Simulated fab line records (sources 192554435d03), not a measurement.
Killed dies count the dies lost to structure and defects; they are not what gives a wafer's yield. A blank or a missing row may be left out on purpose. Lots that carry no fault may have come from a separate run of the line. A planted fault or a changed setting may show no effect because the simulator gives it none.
A struck lot beside a sound one | flow n5_finfet | 14 out of 1938 route steps
Sound: these wafers, L856.1, L856.2, L856.6. Struck: wafer L847.3 (left out: L847.6, a lot-mate that was not struck); the cause follows at the end.
Each step with rows lists, per side, the tool, then ch with its chambers, then its first start. Under that, the readings that differ: sound wafers | struck wafers | difference of the means | sigmas: that difference in standard deviations of wafers without a fault.
alike: a reading whose means differ by less than 2 such deviations, as well as words and numbers matching on both sides. not compared: withheld readings; readings where some wafer has no value; bounds like >300 that might hide an equal value; numbers whose values overlap and for which the record gives no deviation.
Wherever a step has rows on one side only, a row that says differs or no value, or a row with sigmas, the two part there. Non-overlapping numbers with no deviation appear without sigmas and do not part them. Lack of a reading on every wafer of one side parts them only where that side has two or more wafers.

first, 9 steps without rows for these wafers: N5_BEOL_M5_COAT_59 (time 60 s, resist thk 60 nm); N5_BEOL_M5_COAT_60 (time 60 s, resist thk 12 nm); N5_BEOL_M5_COAT_71 (time 60 s, resist thk 5 nm); N5_BEOL_M5_COAT_05 (resist thk 30 nm); N5_BEOL_M5_EBR_07; N5_BEOL_M5_SOFTBAKE_06 (time 60 s); N5_BEOL_M5_EXPOSE_08 (exposes mask M5, target cd 28 nm); N5_BEOL_M5_PEB_09 (peb time 60 s); N5_BEOL_M5_DEVELOP_10 (develop time 30 s).
N5_BEOL_M5_CD_MEAS_11: target cd 27.74 nm.
  sound on cd_sem-01 ch 0, day 11 16:26; struck on cd_sem-01 ch 0, day 9 16:20
  alike: cd_nm
N5_BEOL_M5_OVL_MEAS_12:
  sound on overlay-01 ch 0, day 11 16:28; struck on overlay-01 ch 0, day 9 16:23
  alike: M5_OVL
N5_BEOL_M5_INSPECT_13: inspects for defects (brightfield).
  sound on defect_inspect-02 at day 11 16:31; struck on defect_inspect-02 at day 9 16:26
  alike: raw_defect_count
N5_BEOL_M5_DESCUM_16: chemistry O2, time 7 s.
  sound on rie_diel-06 ch 0,2,3, day 11 16:34; struck on rie_diel-02 ch 1, day 9 16:32
  reading                                      | sound             | struck | difference | sigmas
  rf_vpp_V (V)                                 | 245.0 243.4 241.5 | 246.5  | +3.2       | +2
  model.CAR-EUV_of_BEOL_M5_COAT_05.thk_nm (nm) | 26.2 26.2 26.2    | 25.2   | -1.0       |
  alike: drypump_motor_current_A, oes_product_au, showerhead_plenum_p_Torr, throttle_valve_pct
  not compared: rf_hours_counter_h
N5_BEOL_M5_ETCH_72: etches underlayer in N2/H2, target depth 6.5 nm, time 5.2 s.
  sound on rie_diel-06 ch 0,2,3, day 11 16:35; struck on rie_diel-02 ch 1, day 9 16:34
  alike: drypump_motor_current_A, etch_rf_on_time_s, oes_product_au, rf_vpp_V, showerhead_plenum_p_Torr, throttle_valve_pct
  not compared: rf_hours_counter_h

## WHERE THEY PART
Only at N5_BEOL_M5_DESCUM_16, as far as this record shows. Later steps at which nothing parts them and some readings are alike: N5_BEOL_M5_ETCH_72.

WHY: what the simulator had put in
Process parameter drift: rie_diel-02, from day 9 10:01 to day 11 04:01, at N5_BEOL_M5_DESCUM_16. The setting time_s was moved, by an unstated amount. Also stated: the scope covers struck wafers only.
